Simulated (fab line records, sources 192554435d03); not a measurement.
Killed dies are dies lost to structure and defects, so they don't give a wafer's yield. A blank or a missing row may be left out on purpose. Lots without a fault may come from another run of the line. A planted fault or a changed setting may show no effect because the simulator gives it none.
A struck lot beside a sound one | flow n5_finfet | 16 steps out of a route of 1938
Sound: wafers L490.1, L490.4, L490.6. Struck: wafer L483.1. (L483.4 of the same lot was not struck and is left out.) The cause comes at the end.
At each step with rows: each side's tool, then ch and its chambers, then its first start. Under that, the readings that differ: sound wafers | struck wafers | difference of the means | sigmas: that difference in standard deviations of wafers without a fault.
alike: readings whose means differ by less than 2 such deviations, and words and numbers that are the same on both sides. not compared: withheld readings, readings that some wafer has no value for, bounds like >300 that may hide the same value, and numbers for which the record gives no deviation and whose values overlap.
The two part at a step that has a row with sigmas, a row that says differs or no value, or rows on one side only. Numbers that don't overlap but have no deviation are shown without sigmas and don't part them. A reading that every wafer of one side lacks parts them only if that side has two wafers or more.

first, 8 steps without rows for these wafers: N5_HKMG_FIN_COAT_41 (time 60 s, resist thk 300 nm); N5_HKMG_FIN_COAT_42 (time 60 s, resist thk 35 nm); N5_HKMG_FIN_COAT_43 (resist thk 90 nm); N5_HKMG_FIN_EBR_45; N5_HKMG_FIN_SOFTBAKE_44 (time 60 s); N5_HKMG_FIN_EXPOSE_46 (exposes mask NDIPOLE); N5_HKMG_FIN_PEB_47 (peb time 60 s); N5_HKMG_FIN_DEVELOP_48 (develop time 30 s).
N5_HKMG_FIN_CD_MEAS_49: target cd 202 nm.
  sound on cd_sem-01 ch 0, day 7 09:55; struck on cd_sem-03 ch 0, day 5 15:59
  alike: cd_nm
N5_HKMG_FIN_OVL_MEAS_50:
  sound on overlay-01 ch 0, day 7 09:57; struck on overlay-01 ch 0, day 5 16:01
  reading          | sound        | struck | difference | sigmas
  NDIPOLE_OVL (nm) | 0.9 0.1 -0.4 | -1.6   | -1.8       | -2
N5_HKMG_FIN_INSPECT_61: inspects for defects (macro).
  sound on defect_inspect-01, day 7 09:58; struck on defect_inspect-01, day 5 16:02
  alike: raw_defect_count
N5_HKMG_FIN_DESCUM_53: chemistry O2, time 7.9 s.
  sound on rie_diel-03 ch 2,3, day 7 10:00; struck on rie_diel-04 ch 2, day 5 16:10
  reading                         | sound          | struck | difference | sigmas
  showerhead_plenum_p_Torr (Torr) | 2.15 2.10 2.15 | 2.00   | -0.13      | -2
  alike: drypump_motor_current_A, oes_product_au, rf_vpp_V, throttle_valve_pct
  not compared: rf_hours_counter_h
N5_HKMG_FIN_ETCH_54: etches SiARC in CF4, target depth 45.5 nm, time 75.8 s.
  sound on rie_diel-03 ch 2,3, day 7 10:02; struck on rie_diel-04 ch 2, day 5 16:12
  reading                         | sound          | struck | difference | sigmas
  etch_rf_on_time_s (s)           | 77.1 75.9 76.0 | 47.9   | -28.4      | -24
  oes_product_au (a.u.)           | 0.59 0.66 0.59 | 0.84   | +0.23      | +3
  showerhead_plenum_p_Torr (Torr) | 2.20 2.16 2.20 | 2.06   | -0.13      | -2
  alike: drypump_motor_current_A, rf_vpp_V, throttle_valve_pct
  not compared: rf_hours_counter_h
N5_HKMG_FIN_ETCH_55: etches SOC in N2/H2, target depth 240 nm, time 300 s.
  sound on rie_diel-03 ch 2,3, day 7 10:05; struck on rie_diel-04 ch 2, day 5 16:15
  reading                         | sound          | struck | difference | sigmas
  showerhead_plenum_p_Torr (Torr) | 2.62 2.56 2.62 | 2.43   | -0.17      | -2
  alike: drypump_motor_current_A, oes_product_au, rf_vpp_V, throttle_valve_pct
  not compared: rf_hours_counter_h
-- the record jumps here: 4 days lie between the struck wafers' starts before and after (it left off in module HKMG_FIN and takes up again in module BEOL_M4, whose first step shown is number 1111 of the route) --
N5_BEOL_M4_RC_MEAS_101:
  sound on prober-02 ch 0, day 11 02:33; struck on prober-01 ch 0, day 9 22:17
  alike: DIBL_N, DIBL_P, IOFF_N, IOFF_P, ION_N, ION_P, SS_N, SS_P, VT_N, VT_P
-- the record jumps here: 5 days lie between the struck wafers' starts before and after (it left off in module BEOL_M4 and takes up again in module PASSIVATION, whose first step shown is number 1936 of the route) --
N5_PASSIVATION_PROBE_49:
  sound on prober-01, day 15 14:15; struck on prober-01, day 14 11:43
  reading         | sound | struck | difference | sigmas
  killed_at_other | 2 2 3 | 11     | +9         | +3
  alike: defect_limited_yield, killed_at_M0_to_M3, killed_at_M4_up, killed_at_contacts, killed_at_front_end, killed_dies, killed_open, killed_short, sort_bin_5_function, sort_bin_6_memory, sort_n_pass, sort_yield_pct

WHERE THEY PART
First at N5_HKMG_FIN_OVL_MEAS_50; last, within this record, at N5_PASSIVATION_PROBE_49.

WHY: what the simulator had put in
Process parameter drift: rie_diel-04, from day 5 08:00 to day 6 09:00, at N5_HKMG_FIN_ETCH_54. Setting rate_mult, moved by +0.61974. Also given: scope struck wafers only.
